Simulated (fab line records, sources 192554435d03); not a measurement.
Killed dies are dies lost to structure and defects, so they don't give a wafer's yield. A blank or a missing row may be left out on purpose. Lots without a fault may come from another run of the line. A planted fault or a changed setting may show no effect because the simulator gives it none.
Which tool did it? | flow n5_finfet | 10 lots, 24 wafers sampled, at 2 steps of a route of 1938

WHAT THE GAUGES READ, wafer by wafer
N5_BEOL_M3_INSPECT_30: inspects for defects (brightfield).
lot  | measured     | on                | raw_defect_count
L900 | day 7 02:29  | defect_inspect-01 | 441 506
L908 | day 9 06:16  | defect_inspect-02 | 1198 1092 1292
L910 | day 9 13:38  | defect_inspect-02 | 1345 1355 1347
L916 | day 11 17:15 | defect_inspect-01 | 420 385 447
L917 | day 12 00:07 | defect_inspect-02 | 679 504
L921 | day 12 15:26 | defect_inspect-01 | 436 353
L919 | day 12 19:31 | defect_inspect-01 | 528 382
L923 | day 13 01:10 | defect_inspect-01 | 312 417
L920 | day 13 02:55 | defect_inspect-02 | 348 373
L922 | day 13 07:51 | defect_inspect-02 | 380 326 360

WHICH TOOL RAN EACH LOT (tool, then ch and the chambers of the sampled wafers, then the start)
lot  | N5_BEOL_M3_ETCH_64
L900 | rie_diel-03 ch 0,2, day 7 01:34
L908 | rie_diel-02 ch 0,1,3, day 9 05:23
L910 | rie_diel-02 ch 1,3, day 9 12:38
L916 | rie_diel-03 ch 0,1,2, day 11 16:16
L917 | rie_diel-03 ch 0,2, day 11 23:22
L921 | rie_diel-02 ch 0,2, day 12 14:33
L919 | rie_diel-01 ch 2, day 12 18:34
L923 | rie_diel-02 ch 0,3, day 13 00:17
L920 | rie_diel-01 ch 0,3, day 13 02:09
L922 | rie_diel-03 ch 0,1,3, day 13 07:05
- N5_BEOL_M3_ETCH_64: etches SOC in N2/H2, target depth 75 nm, overetch 15 nm, time 112.5 s.

THE ANSWER, worked out from the rows above alone
Rule: what is usual is taken from the lots themselves. Put in order of their means at a reading, lots are off if they are a third of the lots or fewer, leave a main group of 4 or more, and stand apart from it by a gap of 3 or more times the standard deviation of the main group's means; of several such gaps the widest counts. A main group whose means are all the same, to the digits that the tables above print for the reading, isn't used. A lot without any number at a reading at which 4 lots or more have one is off too. The other lots that the step has rows for count as sound.
Off: L908, L910, at N5_BEOL_M3_INSPECT_30 (raw_defect_count). The main group: mean 427, standard deviation 75.
A tool fits if, at a process step before that reading, it ran every lot that is off, and no sound lot after the first of them. The gauges at N5_BEOL_M3_INSPECT_30 are tried like those tools. None of those tried fits.

WHAT THE SIMULATOR HAD PUT IN
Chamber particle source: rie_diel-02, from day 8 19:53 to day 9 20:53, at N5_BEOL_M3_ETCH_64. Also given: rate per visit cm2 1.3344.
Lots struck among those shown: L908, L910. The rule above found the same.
